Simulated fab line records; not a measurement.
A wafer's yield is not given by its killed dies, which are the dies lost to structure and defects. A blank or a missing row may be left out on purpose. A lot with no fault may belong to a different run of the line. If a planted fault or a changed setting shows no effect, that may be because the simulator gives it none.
The tool behind it: which one? ; flow nand harc ; 12 lots with 36 wafers sampled at 6 steps, on a route of 1302 steps

== WHAT EACH GAUGE READ, for each wafer ==
NHARC_P_GATE_CD_MEAS_46: the cd target is 720 nm.
lot;measured;on;cd nm (nm)
L148;day 5 11:17;cd sem-02;718.3 720.5 718.9
L149;day 6 01:05;cd sem-02;723.3 720.7 723.5
L150;day 6 08:35;cd sem-03;719.1 721.6 720.0
L152;day 7 06:40;cd sem-02;632.7 634.4 635.3
L163;day 11 18:19;cd sem-03;721.5 720.5 719.4
L162;day 11 21:13;cd sem-02;720.0 720.7 720.4
L164;day 12 08:01;cd sem-03;721.1 717.3 718.0
L165;day 12 12:13;cd sem-01;718.1 723.0 721.3
L167;day 13 14:02;cd sem-01;719.7 718.8 718.9
L168;day 14 00:13;cd sem-03;719.1 717.7 716.7
L169;day 14 01:29;cd sem-01;719.4 718.8 718.1
L171;day 14 22:59;cd sem-01;718.4 719.0 719.8

NHARC_END_SORT_01.
lot;measured;on;killed at array;killed at other;killed at periphery;killed dies;killed open;killed short
L152;day 25 05:32;prober-02;23 36 27;0 0 0;28 28 29;51 64 56;1 2 8;1 7 2

== WHICH TOOL RAN EACH LOT (tool, then ch and the chambers of the sampled wafers, then the start) ==
lot;NHARC_P_GATE_DEP_103;NHARC_P_GATE_ETCHBACK_37;NHARC_P_GATE_EXPOSE_43;NHARC_P_GATE_STRIP_75
L148;pecvd-03 ch 0,1, day 4 22:32;rie diel-02 ch 1,2, day 5 11:07 or earlier;krf scanner-02 ch 0, day 5 11:07;plasma asher-01 ch 0,1, day 5 12:07
L149;pecvd-02 ch 0,1, day 5 12:17;rie diel-12 ch 1,2,3, day 6 00:55 or earlier;krf scanner-03 ch 0, day 6 00:55;plasma asher-01 ch 0,1, day 6 01:55
L150;pecvd-04 ch 1,2, day 5 20:17;rie diel-02 ch 1,2, day 6 08:26 or earlier;krf scanner-03 ch 0, day 6 08:26;plasma asher-02 ch 0,1, day 6 09:26
L152;pecvd-02 ch 0,1, day 6 17:55;rie diel-10 ch 2,3, day 7 06:31 or earlier;krf scanner-02 ch 0, day 7 06:31;plasma asher-01 ch 0,1, day 7 07:31
L163;pecvd-04 ch 0,2, day 11 05:41;rie diel-02 ch 0,3, day 11 18:09 or earlier;krf scanner-03 ch 0, day 11 18:09;plasma asher-02 ch 0,1, day 11 19:10
L162;pecvd-03 ch 0,1,2, day 11 06:17;rie diel-12 ch 0,1,3, day 11 21:04 or earlier;krf scanner-02 ch 0, day 11 21:04;plasma asher-02 ch 0,1, day 11 22:02
L164;pecvd-04 ch 0,1,2, day 11 19:30;rie diel-02 ch 0,1, day 12 07:52 or earlier;krf scanner-03 ch 0, day 12 07:52;plasma asher-02 ch 0,1, day 12 08:51
L165;pecvd-02 ch 1,2, day 11 23:43;rie diel-10 ch 0,2, day 12 12:03 or earlier;krf scanner-02 ch 0, day 12 12:03;plasma asher-01 ch 1, day 12 13:02
L167;pecvd-03 ch 0,1, day 13 01:38;rie diel-10 ch 0,2,3, day 13 13:52 or earlier;krf scanner-03 ch 0, day 13 13:52;plasma asher-01 ch 0,1, day 13 14:52
L168;pecvd-04 ch 0,1,2, day 13 11:52;rie diel-12 ch 1,2, day 14 00:03 or earlier;krf scanner-03 ch 0, day 14 00:03;plasma asher-01 ch 0,1, day 14 01:02
L169;pecvd-03 ch 0,1, day 13 12:31;rie diel-02 ch 2,3, day 14 01:20 or earlier;krf scanner-02 ch 0, day 14 01:20;plasma asher-01 ch 0,1, day 14 02:20
L171;pecvd-04 ch 0,1, day 14 09:57;rie diel-12 ch 0,3, day 14 22:49 or earlier;krf scanner-03 ch 0, day 14 22:49;plasma asher-01 ch 0,1, day 14 23:50
- NHARC_P_GATE_DEP_103: deposits SiON, target thk 30 nm.
- NHARC_P_GATE_ETCHBACK_37: etches the open film in CHF3/O2, target depth 34.5 nm, time 17.2 s.
- NHARC_P_GATE_EXPOSE_43: exposes mask P NSD, target cd 720 nm.
- NHARC_P_GATE_STRIP_75: strips in O2.

== WHAT THE TOOLS THEMSELVES READ (means of the sampled wafers that have a number; where no wafer has one, the mark that the record gives instead) ==
NHARC_P_GATE_DEP_103.
lot;tool;heater power w (W)
L148;pecvd-03;817
L149;pecvd-02;791
L150;pecvd-04;781
L152;pecvd-02;792
L163;pecvd-04;871
L162;pecvd-03;707
L164;pecvd-04;805
L165;pecvd-02;890
L167;pecvd-03;733
L168;pecvd-04;757
L169;pecvd-03;679
L171;pecvd-04;748

NHARC_P_GATE_ETCHBACK_37.
lot;tool;chamber pressure mTorr (mTorr);drypump motor current A (A);oes product au (a.u.);rf vpp V (V);showerhead plenum p Torr (Torr);throttle valve pct (%)
L148;rie diel-02;25.003;5.7;0.930;368.3;2.28;20.571
L149;rie diel-12;24.992;5.2;0.927;370.7;2.43;20.582
L150;rie diel-02;25.013;5.8;0.916;368.2;2.28;20.584
L152;rie diel-10;25.009;6.2;0.931;371.9;2.44;20.573
L163;rie diel-02;25.003;5.7;0.927;369.6;2.36;20.573
L162;rie diel-12;25.002;5.5;0.987;371.4;2.45;20.580
L164;rie diel-02;25.023;5.7;0.953;372.0;2.42;20.571
L165;rie diel-10;24.990;6.5;0.929;371.0;2.41;20.572
L167;rie diel-10;25.012;6.3;0.920;370.9;2.42;20.569
L168;rie diel-12;24.996;5.1;0.933;371.9;2.46;20.568
L169;rie diel-02;24.989;5.8;0.993;366.4;2.25;20.572
L171;rie diel-12;24.993;5.2;0.957;371.7;2.44;20.576

NHARC_P_GATE_STRIP_75.
lot;tool;drypump motor current A (A);heater power w (W)
L148;plasma asher-01;6.0;365
L149;plasma asher-01;5.6;366
L150;plasma asher-02;6.0;332
L152;plasma asher-01;6.0;365
L163;plasma asher-02;6.1;325
L162;plasma asher-02;6.2;322
L164;plasma asher-02;6.0;308
L165;plasma asher-01;5.3;373
L167;plasma asher-01;6.0;357
L168;plasma asher-01;5.7;367
L169;plasma asher-01;6.0;356
L171;plasma asher-01;5.6;369

== THE ANSWER, worked out from the rows above alone ==
Rule: usual is defined by the lots themselves. Put in order of their means at a reading, lots are off if they are a third of the lots or fewer, leave a main group of 4 or more, and stand apart from it by a gap of 3 or more times the standard deviation of the main group's means; of several such gaps the widest counts. If all means in a main group match to the digits the tables above print for the reading, that group is not used. A lot without any number at a reading at which 4 lots or more have one is off too. Any other lot the step has rows for is counted as sound. After the gauges, taken in route order, come the tools' own readings; for these a lot's mean is taken, as printed above. The first step at which some lot is off is used, and at that step the reading that is off furthest; a lot without a number counts as furthest.
Off: L152 (NHARC_P_GATE_CD_MEAS_46, cd nm). Mean 719.7 nm and standard deviation 1.2 in the main group.
A tool fits if, at a process step before that reading, it ran every lot that is off, and no sound lot after the first of them. Gauges at NHARC_P_GATE_CD_MEAS_46: tried the same way as those tools. Because NHARC_P_GATE_ETCHBACK_37 lacks a start for some lots, the hours and order of its lots are taken from NHARC_P_GATE_EXPOSE_43. None of those tried fits.

== WHAT THE SIMULATOR PUT IN ==
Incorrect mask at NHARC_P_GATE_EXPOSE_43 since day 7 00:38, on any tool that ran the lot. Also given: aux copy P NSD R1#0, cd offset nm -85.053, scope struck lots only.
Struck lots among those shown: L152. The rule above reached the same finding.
